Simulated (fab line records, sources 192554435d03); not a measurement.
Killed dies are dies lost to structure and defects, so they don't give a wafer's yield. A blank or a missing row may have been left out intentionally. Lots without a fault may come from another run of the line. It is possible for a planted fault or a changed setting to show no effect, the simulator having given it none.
Which tool did it? -- flow n5_finfet -- 31 wafers from 11 lots sampled at 3 of the route's 1938 steps

WHAT THE GAUGES SHOWED, per wafer
N5_BEOL_M15_CD_MEAS_17: the cd target is 360 nm.
lot,measured,on,cd_nm (nm)
L552,day 11 07:22,cd_sem-02,361.3 362.6 362.2
L553,day 11 14:29,cd_sem-02,363.7 363.9 363.7
L554,day 11 16:34,cd_sem-01,360.9 359.1 360.6
L555,day 11 21:52,cd_sem-03,360.4 361.5 361.8
L556,day 12 15:02,cd_sem-02,361.3 360.1 360.8
L557,day 12 17:17,cd_sem-02,359.0 360.7 357.9
L560,day 13 03:25,cd_sem-01,362.1 362.9 363.0
L562,day 13 11:47,cd_sem-01,361.5 363.3 360.7
L563,day 14 01:40,cd_sem-02,363.9 362.5 365.3
L574,day 17 13:58,cd_sem-02,359.4
L575,day 18 03:05,cd_sem-03,359.5 361.9 359.8

TOOL THAT RAN EACH LOT (tool first, then ch and the chambers of the sampled wafers, then the start)
lot,N5_BEOL_M14_SPUTTER_45,N5_BEOL_M15_STRIP_63
L552,"pvd_sputter-03, day 11 05:07","rie_diel-01 ch 0,2, day 11 07:22 or earlier"
L553,"pvd_sputter-02, day 11 11:40","rie_diel-02 ch 1,2,3, day 11 14:29 or earlier"
L554,"pvd_sputter-02, day 11 14:08","rie_diel-02 ch 1,3, day 11 16:34 or earlier"
L555,"pvd_sputter-02, day 11 19:11","rie_diel-05 ch 0,2, day 11 21:52 or earlier"
L556,"pvd_sputter-03, day 12 12:49","rie_diel-05 ch 0,1,2, day 12 15:02 or earlier"
L557,"pvd_sputter-01, day 12 14:56","rie_diel-02 ch 2,3, day 12 17:17 or earlier"
L560,"pvd_sputter-02, day 13 00:40","rie_diel-02 ch 0,1,3, day 13 03:25 or earlier"
L562,"pvd_sputter-03, day 13 09:24","rie_diel-01 ch 0,1,3, day 13 11:47 or earlier"
L563,"pvd_sputter-02, day 13 23:01","rie_diel-02 ch 0,1,3, day 14 01:40 or earlier"
L574,"pvd_sputter-02, day 17 11:44","rie_diel-02 ch 1, day 17 13:58 or earlier"
L575,"pvd_sputter-03, day 18 00:41","rie_diel-05 ch 1,2, day 18 03:05 or earlier"
- N5_BEOL_M14_SPUTTER_45: material Cu, target thk 100 nm, time 16.67 s.
- N5_BEOL_M15_STRIP_63: strips in O2.

THE ANSWER, worked out from the rows above alone
Rule: usual is defined by the lots themselves. The widest of any qualifying gaps counts: lots, ordered by their means at a reading, are off when they make up no more than a third of the lots, leave a main group of 4 or more, and stand apart from it by 3 or more times the standard deviation of that group's means. If all means in a main group match to the digits the tables above print for the reading, that group is not used. A lot without any number at a reading at which 4 lots or more have one is off too. All remaining lots with rows at the step are treated as sound.
Across all readings shown, no lot is off: no conclusion can be drawn from this.

WHAT WAS PUT IN BY THE SIMULATOR
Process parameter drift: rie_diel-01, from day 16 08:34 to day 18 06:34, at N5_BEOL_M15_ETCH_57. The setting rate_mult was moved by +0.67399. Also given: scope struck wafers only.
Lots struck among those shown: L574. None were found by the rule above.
